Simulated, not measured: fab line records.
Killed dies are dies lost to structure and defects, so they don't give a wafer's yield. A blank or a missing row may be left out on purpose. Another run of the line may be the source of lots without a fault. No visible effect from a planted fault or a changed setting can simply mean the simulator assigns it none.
Tool commonality check + flow nand harc + 34 wafers sampled across 12 lots

## THE REASON FOR OPENING IT
At NHARC_P_ZERO_WELL_INSPECT_43 the reading raw defect count is flagged on 2 of 12 lots. No-fault wafers: 14, standard deviation 7.8.
Rule: a lot is flagged when every wafer of it that has a number lies more than 4 standard deviations from that mean, or none has a number. As for the other lots, they are considered sound.

| lot  | measured    | on                | raw defect count, wafer by wafer | flag    |
|------|-------------|-------------------|----------------------------------|---------|
| L246 | day 2 19:32 | defect inspect-02 | 7 12 9                           |         |
| L247 | day 3 01:47 | defect inspect-02 | 11 15 10                         |         |
| L248 | day 3 07:19 | defect inspect-01 | 10 7 3                           |         |
| L249 | day 3 13:35 | defect inspect-01 | 9 8 2                            |         |
| L250 | day 3 19:52 | defect inspect-02 | 7 10 14                          |         |
| L251 | day 4 01:33 | defect inspect-01 | 14 26 15                         |         |
| L252 | day 4 07:25 | defect inspect-01 | 10 16 15                         |         |
| L258 | day 5 19:44 | defect inspect-02 | 291 295                          | FLAGGED |
| L259 | day 6 01:35 | defect inspect-01 | 353 356                          | FLAGGED |
| L262 | day 6 19:35 | defect inspect-01 | 14 6 11                          |         |
| L264 | day 7 07:26 | defect inspect-02 | 11 9 27                          |         |
| L265 | day 7 13:19 | defect inspect-02 | 40 22 29                         |         |
The numbers of the flagged lots are 324 on average: +310 against the usual, or +40 standard deviations.

## EACH LOT AND THE TOOL IT RAN ON
2 process steps preceding the reading are held in the record, out of 1159 steps in the route. Cell contents, in order: the tool; ch with the chambers the sampled wafers went through; the start.
| lot  | flag    | NHARC_P_ZERO_WELL_PECVD_02     | NHARC_P_ZERO_WELL_ETCH_63       |
|------|---------|--------------------------------|---------------------------------|
| L246 |         | pecvd-01 ch 0,1,2, day 2 12:26 | rie si-04 ch 1,2,3, day 2 13:42 |
| L247 |         | pecvd-02 ch 0,1,2, day 2 18:29 | rie si-02 ch 1,2,3, day 2 19:41 |
| L248 |         | pecvd-03 ch 0,1,2, day 3 00:26 | rie si-02 ch 0,1,3, day 3 01:40 |
| L249 |         | pecvd-02 ch 0,2, day 3 06:29   | rie si-04 ch 0,2, day 3 07:32   |
| L250 |         | pecvd-02 ch 1,2, day 3 12:34   | rie si-03 ch 0,1,3, day 3 13:50 |
| L251 |         | pecvd-02 ch 0,1, day 3 18:29   | rie si-04 ch 1,2,3, day 3 19:39 |
| L252 |         | pecvd-02 ch 0,1,2, day 4 00:27 | rie si-02 ch 1,2,3, day 4 01:39 |
| L258 | FLAGGED | pecvd-01 ch 1, day 5 12:38     | rie si-04 ch 1, day 5 13:40     |
| L259 | FLAGGED | pecvd-01 ch 1, day 5 18:43     | rie si-04 ch 1, day 5 19:39     |
| L262 |         | pecvd-03 ch 1,2, day 6 12:29   | rie si-02 ch 0,2,3, day 6 13:42 |
| L264 |         | pecvd-03 ch 0,1,2, day 7 00:31 | rie si-02 ch 1,2,3, day 7 01:31 |
| L265 |         | pecvd-02 ch 1,2, day 7 06:32   | rie si-03 ch 0,1, day 7 07:40   |
What these steps do:
- NHARC_P_ZERO_WELL_PECVD_02: deposits SiO2, target thk 10 nm.
- NHARC_P_ZERO_WELL_ETCH_63: etches the open film in HBr/Cl2, target depth 120 nm, time 40.1 s.
- NHARC_P_ZERO_WELL_INSPECT_43

## FLAGGED OVER TOTAL, TOOL BY TOOL (the gauges that took the reading come last)
| step                         | tool              | lots run | flagged | share of the flagged lots | sound lots run after its first flagged lot |
|------------------------------|-------------------|----------|---------|---------------------------|--------------------------------------------|
| NHARC_P_ZERO_WELL_PECVD_02   | pecvd-01          | 3        | 2       | all                       | 0                                          |
| NHARC_P_ZERO_WELL_PECVD_02   | pecvd-02          | 6        | 0       | none                      | -                                          |
| NHARC_P_ZERO_WELL_PECVD_02   | pecvd-03          | 3        | 0       | none                      | -                                          |
| NHARC_P_ZERO_WELL_ETCH_63    | rie si-02         | 5        | 0       | none                      | -                                          |
| NHARC_P_ZERO_WELL_ETCH_63    | rie si-03         | 2        | 0       | none                      | -                                          |
| NHARC_P_ZERO_WELL_ETCH_63    | rie si-04         | 5        | 2       | all                       | 0                                          |
| NHARC_P_ZERO_WELL_INSPECT_43 | defect inspect-01 | 6        | 1       | some                      | 1 (L262)                                   |
| NHARC_P_ZERO_WELL_INSPECT_43 | defect inspect-02 | 6        | 1       | some                      | 2 (L264,L265)                              |

## WHAT IS ALLOWED BY THE TABLE
In 2 table rows, all flagged lots were run: pecvd-01 (NHARC_P_ZERO_WELL_PECVD_02), rie si-04 (NHARC_P_ZERO_WELL_ETCH_63).
- pecvd-01 at NHARC_P_ZERO_WELL_PECVD_02: 2 of its 3 lots flagged. Last sound lot L246 at day 2 12:26, first flagged lot L258 at day 5 12:38; a fault beginning in between fits.
- rie si-04 at NHARC_P_ZERO_WELL_ETCH_63: 2 of its 5 lots flagged. Last sound lot L251 at day 3 19:39, first flagged lot L258 at day 5 13:40; a fault beginning in between fits.
A lot count leaves these 2 tools indistinguishable: every one of them fits a fault beginning at some hour. More lots, or a look at what each step does to the wafer, might.

## WHAT THE SIMULATOR HAD PUT IN
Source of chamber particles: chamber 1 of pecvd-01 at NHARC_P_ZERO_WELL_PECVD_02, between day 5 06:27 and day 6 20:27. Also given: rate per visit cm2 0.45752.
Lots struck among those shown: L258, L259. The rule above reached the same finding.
